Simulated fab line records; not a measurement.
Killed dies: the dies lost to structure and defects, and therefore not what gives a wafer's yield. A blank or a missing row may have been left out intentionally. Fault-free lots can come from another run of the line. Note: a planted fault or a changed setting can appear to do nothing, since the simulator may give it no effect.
Struck lot and sound lot, side by side    flow nand-harc    15 out of 1302 route steps
Sound: the wafers L110.1, L110.4, L110.6. Struck: wafers L108.1, L108.3, L108.6. Last of all comes the cause.
Per side, at each step with rows, come the tool, then ch with its chambers, and then its first start. Under that, the readings that differ: sound wafers    struck wafers    difference of the means    sigmas: that difference in standard deviations of wafers without a fault.
alike: readings with means less than 2 such deviations apart, plus words and numbers identical on both sides. not compared: withheld readings, readings lacking a value on some wafer, bounds such as >300 that could conceal the same value, and numbers that have no deviation in the record and whose values overlap.
A row with sigmas, a row that says differs or no value, or rows on one side alone: a step with any of these is where the two part. When numbers do not overlap yet have no deviation, they are printed without sigmas and do not part them. Lack of a reading on every wafer of one side parts them only where that side has two or more wafers.

first, 1 step without rows for these wafers: NHARC_A_CHANNEL_HOLE_D2_SRD_30.
NHARC_A_CHANNEL_HOLE_D2_CD_MEAS_31:
  sound on cd-sem-03, day 17 15:31; struck on cd-sem-01, day 16 09:12
  alike: cd-nm
following that, these wafers have no rows for 1 step: NHARC_A_CHANNEL_HOLE_D2_XSEM_32.
NHARC_A_CHANNEL_HOLE_D2_INSPECT_40:
  sound on defect-inspect-02, day 17 15:42; struck on defect-inspect-02, day 16 09:23
  alike: raw-defect-count
then, 3 steps without rows for these wafers: NHARC_A_CHANNEL_FILL_D2_PRECLEAN_00 (cleans in SC1); NHARC_A_CHANNEL_FILL_D2_SRD_01; NHARC_A_CHANNEL_FILL_D2_ALD_02 (deposits SiO2, target thk 6 nm, pulse time 10 s, ald cycles 60).
NHARC_A_CHANNEL_FILL_D2_ALD_03: deposits SiNx, target thk 6 nm, pulse time 60 s, ald cycles 58.
  sound: ald-sin-batch-02 ch 0; struck: ald-sin-batch-01 ch 0
  alike: precursor-pulse-height-rel
NHARC_A_CHANNEL_FILL_D2_ALD_14: deposits SiO2, target thk 2.5 nm, pulse time 10 s, ald cycles 25.
  sound on ald-hk-02 ch 1,2,3, day 18 01:45; struck on ald-hk-02 ch 0,2,3, day 16 16:40
  alike: heater-power-w, precursor-pulse-height-rel
NHARC_A_CHANNEL_FILL_D2_ALD_15: deposits SiNx, target thk 2 nm, pulse time 60 s, ald cycles 19.
  sound on ald-sin-batch-01 ch 0; struck on ald-sin-batch-02 ch 0, day 16 19:47
  alike: precursor-pulse-height-rel
NHARC_A_CHANNEL_FILL_D2_ALD_16: deposits SiO2, target thk 1.5 nm, pulse time 10 s, ald cycles 15.
  sound on ald-hk-04 ch 0,2,3, day 18 06:43; struck on ald-hk-04 ch 0,1,2, day 16 21:50
  alike: heater-power-w, precursor-pulse-height-rel
then, 1 step without rows for these wafers: NHARC_A_CHANNEL_FILL_D2_ANNEAL_17 (time 1800 s).
NHARC_A_CHANNEL_FILL_D2_CVD_18: deposits poly-Si, target thk 3 nm.
  sound on lpcvd-poly-03 ch 0, day 18 16:21; struck on lpcvd-poly-04 ch 0, day 17 10:38
reading                    sound        struck       difference  sigmas
zone-power-centre-pct (%)  6.6 6.6 6.6  8.2 8.2 8.3  +1.6        +2
  alike: spike-tc-centre-C, zone-power-bottom-pct, zone-power-upper-pct
NHARC_A_CHANNEL_FILL_D2_ETCHBACK_19: etches the open film in HBr/Cl2, target depth 5 nm, time 1.7 s.
  sound on rie-si-05 ch 1,3, day 18 18:25; struck on rie-si-05 ch 1,2, day 17 13:03
  alike: bias-w, drypump-motor-current-A, oes-product-au, throttle-valve-pct
  not compared: rf-hours-counter-h
-- jump in the record: it breaks off in module A_CHANNEL_FILL_D2 and resumes in module END (first step shown: number 1302 of the route), and 10 days separate the struck wafers' starts before and after --
NHARC_END_SORT_01:
  the record has rows for the struck wafers here (prober-01 ch 0, day 27 15:26) and none for the sound ones

== WHERE THEY PART ==
Earliest at NHARC_A_CHANNEL_FILL_D2_CVD_18; latest, in this record, at NHARC_END_SORT_01.

WHY: what the simulator had put in
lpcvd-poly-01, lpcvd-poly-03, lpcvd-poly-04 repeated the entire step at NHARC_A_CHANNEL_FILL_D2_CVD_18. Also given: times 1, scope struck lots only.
